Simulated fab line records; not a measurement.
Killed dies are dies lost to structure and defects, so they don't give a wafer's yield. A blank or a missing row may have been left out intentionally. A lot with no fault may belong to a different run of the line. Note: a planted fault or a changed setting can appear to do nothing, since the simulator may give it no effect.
Matching of chambers || flow n5_finfet || N5_BEOL_M7_ILD_DEP_00 on pecvd-02 has 3 sister chambers
The step deposits SiCOH lowk from DEMS/porogen, target thk 179.75 nm, time 33.4 s. 3 wafers are shown with their chamber, then 10 later ones without.

## WAFERS WITH THEIR CHAMBER
{"wafer": "L091.3", "chamber": 1, "showerhead_vpp_V (V)": 1334}
{"wafer": "L089.1", "chamber": 2, "showerhead_vpp_V (V)": 1531}
{"wafer": "L089.5", "chamber": 0, "showerhead_vpp_V (V)": 1322}

## WAFERS WITH NO CHAMBER GIVEN
{"wafer": "L089.6", "showerhead_vpp_V (V)": 1325}
{"wafer": "L092.1", "showerhead_vpp_V (V)": 1567}
{"wafer": "L092.2", "showerhead_vpp_V (V)": 1334}
{"wafer": "L092.3", "showerhead_vpp_V (V)": 1315}
{"wafer": "L094.2", "showerhead_vpp_V (V)": 1331}
{"wafer": "L094.3", "showerhead_vpp_V (V)": 1556}
{"wafer": "L094.4", "showerhead_vpp_V (V)": 1533}
{"wafer": "L095.1", "showerhead_vpp_V (V)": 1350}
{"wafer": "L095.4", "showerhead_vpp_V (V)": 1345}
{"wafer": "L095.5", "showerhead_vpp_V (V)": 1345}

## THE CHAMBER EACH PASSED THROUGH
{"wafer": "L089.6", "from the rows above": "can't be placed: 0 or 1", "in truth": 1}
{"wafer": "L092.1", "from the rows above": 2, "in truth": 2}
{"wafer": "L092.2", "from the rows above": "can't be placed: 1 or 0", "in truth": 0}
{"wafer": "L092.3", "from the rows above": "can't be placed: 0 or 1", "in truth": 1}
{"wafer": "L094.2", "from the rows above": "can't be placed: 1 or 0", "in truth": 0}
{"wafer": "L094.3", "from the rows above": 2, "in truth": 2}
{"wafer": "L094.4", "from the rows above": 2, "in truth": 2}
{"wafer": "L095.1", "from the rows above": "can't be placed: 1 or 0", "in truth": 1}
{"wafer": "L095.4", "from the rows above": "can't be placed: 1 or 0", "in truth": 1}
{"wafer": "L095.5", "from the rows above": "can't be placed: 1 or 0", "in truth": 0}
Correctly placed: 3 of 10. Unplaceable from these rows: 7, with the true chamber sitting among the candidates in 7. Placed wrongly: 0.
How it was worked out, from the rows above alone: a wafer's distance from a chamber is the root of the sum, over the readings, of the square of ((its reading less the chamber's mean) divided by the reading's scatter). The wafer belongs to the nearest chamber; if the next one is less than 2 further off, it can't be placed. The mean given for a chamber averages the wafers shown for that chamber. The scatter: with one shown wafer a chamber, the root of the mean of the squares of how far each hidden wafer lies from its nearest shown one.
